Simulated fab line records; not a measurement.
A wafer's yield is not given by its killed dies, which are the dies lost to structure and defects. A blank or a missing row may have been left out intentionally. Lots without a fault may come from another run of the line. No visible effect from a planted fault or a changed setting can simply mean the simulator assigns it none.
Struck lot and sound lot, side by side ; flow nand-harc ; 15 steps out of a route of 1159
Sound: these wafers, L299.1, L299.3, L299.6. Struck: wafer L297.5. (L297.4 of the same lot was not struck and is left out.) The cause comes at the end.
For every step that has rows: the tool of each side, followed by ch and its chambers, followed by its first start. Under that, the readings that differ: sound wafers ; struck wafers ; difference of the means ; sigmas: that difference in standard deviations of wafers without a fault.
alike: same words and numbers on both sides, and readings whose means sit less than 2 such deviations apart. not compared: any withheld reading, any reading some wafer has no value for, any bound like >300 that may hide the same value, and any number with overlapping values for which the record gives no deviation.
Wherever a step has rows on one side only, a row that says differs or no value, or a row with sigmas, the two part there. When numbers do not overlap yet have no deviation, they are printed without sigmas and do not part them. A reading missing from all wafers of one side parts the sides only when that side holds two or more wafers.

first, 1 step without rows for these wafers: NHARC_A_ONON_D1_DEP_12 (target thk 1000 nm).
NHARC_A_ONON_D1_THK_MEAS_14: measures by ellipsometry.
  sound on film-metro-02 at day 10 21:26; struck on film-metro-02 at day 10 02:26
  alike: thk-nm
then, 2 steps without rows for these wafers: NHARC_A_ONON_D1_ANNEAL_15 (time 3600 s); NHARC_A_ONON_D1_DEP_16 (target thk 1000 nm).
NHARC_A_ONON_D1_THK_MEAS_18: measures by ellipsometry.
  sound on film-metro-02 at day 11 05:00; struck on film-metro-02 at day 10 11:28
  alike: thk-nm
then NHARC_A_ONON_D1_DEP_19 (target thk 1000 nm), 1 step lacking rows for these wafers.
NHARC_A_ONON_D1_THK_MEAS_21: measures by ellipsometry.
  sound on film-metro-02 at day 11 05:34; struck on film-metro-02 at day 10 12:02
  alike: thk-nm
then NHARC_A_ONON_D1_DEP_22 (target thk 1000 nm), 1 step lacking rows for these wafers.
NHARC_A_ONON_D1_THK_MEAS_24: measures by ellipsometry.
  sound on film-metro-02 at day 11 06:08; struck on film-metro-01 at day 10 12:36
  alike: thk-nm
then NHARC_A_ONON_D1_DEP_25 (target thk 1000 nm), 1 step lacking rows for these wafers.
NHARC_A_ONON_D1_THK_MEAS_27: measures by ellipsometry.
  sound on film-metro-02 at day 11 06:43; struck on film-metro-01 at day 10 13:10
  alike: thk-nm
NHARC_A_ONON_D1_DEP_28: target thk 1000 nm.
  sound on pecvd-onon-01 ch 0, day 11 06:46; struck on pecvd-onon-02 ch 0, day 10 13:23
NHARC_A_ONON_D1_THK_MEAS_30: measures by ellipsometry.
  sound on film-metro-01 at day 11 07:18; struck on film-metro-02 at day 10 13:44
reading;sound;struck;difference;sigmas
thk-nm (nm);983 986 986;1938;+953;+99 or more
NHARC_A_ONON_D1_DEP_33: deposits SiO2, target thk 200 nm.
  sound on pecvd-04 ch 0,1, day 11 07:39; struck on pecvd-02 ch 0, day 10 13:55
reading;sound;struck;difference;sigmas
heater-power-w (W);500 690 682;336;-288;-3
  alike: throttle-valve-pct
NHARC_END_SORT_01:
  the record has rows for the sound wafers here (prober-01 ch 0, day 22 12:31) and none for the struck ones

WHERE THEY PART
At NHARC_A_ONON_D1_THK_MEAS_30 first; at NHARC_END_SORT_01 last (within this record only).

WHY: what the simulator had put in
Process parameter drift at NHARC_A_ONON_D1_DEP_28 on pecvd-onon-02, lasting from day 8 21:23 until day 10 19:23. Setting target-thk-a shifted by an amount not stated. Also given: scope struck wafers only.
